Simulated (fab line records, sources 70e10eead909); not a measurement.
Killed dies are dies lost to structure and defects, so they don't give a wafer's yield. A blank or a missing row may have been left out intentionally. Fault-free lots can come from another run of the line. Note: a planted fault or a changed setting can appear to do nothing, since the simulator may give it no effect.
Comparing a struck lot with a sound one / flow nand-harc / 24 out of 1302 route steps
Sound: these wafers, L305.2, L305.3, L305.6. Wafers struck: L286.1, L286.2, L286.3. The cause is named last.
At each step with rows: each side's tool, then ch and its chambers, then its first start. Under that, the readings that differ: sound wafers / struck wafers / difference of the means / sigmas: that difference in standard deviations of wafers without a fault.
alike: words and numbers the same on both sides, and readings whose means are apart by under 2 such deviations; not compared: readings that were withheld, readings missing a value for some wafer, numbers with overlapping values and no deviation given by the record, and bounds like >300 which may hide the same value.
A row with sigmas, a row that says differs or no value, or rows on one side alone: a step with any of these is where the two part. Non-overlapping numbers with no deviation appear without sigmas and do not part them. A reading that every wafer of one side lacks parts them only if that side has two wafers or more.

first, 11 steps without rows for these wafers: NHARC_A_CHANNEL_HOLE_D2_DESCUM_15 (chemistry O2, time 3 s); NHARC_A_CHANNEL_HOLE_D2_ETCH_38 (etches the open film in CF4, target depth 39 nm, time 65 s); NHARC_A_CHANNEL_HOLE_D2_ETCH_39 (etches the open film in N2/H2, target depth 260 nm, time 325 s); NHARC_A_CHANNEL_HOLE_D2_ETCH_34 (etches the open film in CF4/CHF3, target depth 154 nm, time 77 s); NHARC_A_CHANNEL_HOLE_D2_ETCH_16 (etches the open film in O2/COS, target depth 3100 nm, time 806 s); NHARC_A_CHANNEL_HOLE_D2_ETCH_19 (etches the open film in C4F8/O2/Ar, time 34.5 s); NHARC_A_CHANNEL_HOLE_D2_ETCH_20 (etches the open film in C4F8/O2/Ar, time 361.9 s, target depth 1600 nm); NHARC_A_CHANNEL_HOLE_D2_ETCH_21 (etches the open film in C4F8/O2/Ar, time 514.3 s, target depth 1600 nm); NHARC_A_CHANNEL_HOLE_D2_ETCH_22 (etches the open film in C4F8/O2/Ar, time 666.7 s, target depth 1600 nm); NHARC_A_CHANNEL_HOLE_D2_ETCH_23 (etches the open film in C4F8/O2/Ar, time 819 s, target depth 1600 nm); NHARC_A_CHANNEL_HOLE_D2_ETCH_24 (etches the open film in C4F8/O2/Ar, time 906.2 s, target depth 1500 nm).
NHARC_A_CHANNEL_HOLE_D2_ETCH_25: etches the open film in C4F8/O2/Ar, time 1040.2 s, target depth 1500 nm.
  sound on har-etch-01 ch 0, day 23 04:11; struck on har-etch-02 ch 0,1, day 15 02:58
  no value came back on the struck wafers for any of 7 readings (c4f8-flow-sccm (sccm), chamber-pressure-mTorr (mTorr) and others); on the sound wafers c4f8-flow-sccm (sccm) reads 93.48 93.80 93.12
  not compared: rf-hours-counter-h
then, 5 steps without rows for these wafers: NHARC_A_CHANNEL_HOLE_D2_ETCH_26 (etches the open film in C4F8/O2/Ar, time 224.1 s, target depth 300 nm); NHARC_A_CHANNEL_HOLE_D2_ETCH_27 (etches the open film in C4F8/O2/Ar, time 90 s, target depth 400 nm); NHARC_A_CHANNEL_HOLE_D2_STRIP_41 (strips in N2/H2); NHARC_A_CHANNEL_HOLE_D2_STRIP_42 (strips in CF4/CHF3); NHARC_A_CHANNEL_HOLE_D2_STRIP_43 (strips in O2/COS).
NHARC_A_CHANNEL_HOLE_D2_ETCH_44: etches the open film in CF4/O2, target depth 140 nm, overetch 14 nm, time 77 s.
  sound on rie-diel-10 ch 1,3, day 23 05:53; struck on rie-diel-05 ch 0,2,3, day 15 04:49
reading=model.A_CHANNEL_HOLE_D2.cd-nm (nm); sound=89.1 90.41 89.87; struck=101.8 98.07 96.23; difference=+8.9; sigmas=
  alike: bias-w, cf4-flow-sccm, drypump-motor-current-A, oes_f_703_au, oes-product-au, rf-vpp-V, showerhead-plenum-p-Torr, throttle-valve-pct
  not compared: rf-hours-counter-h
then, 3 steps without rows for these wafers: NHARC_A_CHANNEL_HOLE_D2_STRIP_28 (strips in O2); NHARC_A_CHANNEL_HOLE_D2_PRECLEAN_29 (cleans in SC1); NHARC_A_CHANNEL_HOLE_D2_SRD_30.
NHARC_A_CHANNEL_HOLE_D2_CD_MEAS_31:
  sound on cd-sem-02, day 23 06:41; struck on cd-sem-01, day 15 05:37
reading=cd-nm (nm); sound=88.7 89.7 89.5; struck=-0.8 -0.1 -0.3; difference=-89.7; sigmas=-69
NHARC_A_CHANNEL_HOLE_D2_XSEM_32:
  sound on xsem-02 ch 0, day 23 06:46; struck on xsem-02 ch 0, day 15 05:43
reading=bot-cd-nm (nm); sound=73.3 73.3 72.7; struck=0.0 0.0 0.0; difference=-73.1; sigmas=-56
reading=bow-nm (nm); sound=8.42 8.35 8.37; struck=0.50 0.50 0.50; difference=-7.88; sigmas=-30
  alike: tilt-deg
-- the record jumps here: 11 days lie between the struck wafers' starts before and after (it left off in module A_CHANNEL_HOLE_D2 and takes up again in module END, whose first step shown is number 1302 of the route) --
NHARC_END_SORT_01:
  at this point the record logs the struck wafers (prober-02 ch 0, day 26 00:43) and has no rows for the sound ones

== WHERE THEY PART ==
Earliest at NHARC_A_CHANNEL_HOLE_D2_ETCH_25; latest, in this record, at NHARC_END_SORT_01.

WHY: whatever the simulator had introduced
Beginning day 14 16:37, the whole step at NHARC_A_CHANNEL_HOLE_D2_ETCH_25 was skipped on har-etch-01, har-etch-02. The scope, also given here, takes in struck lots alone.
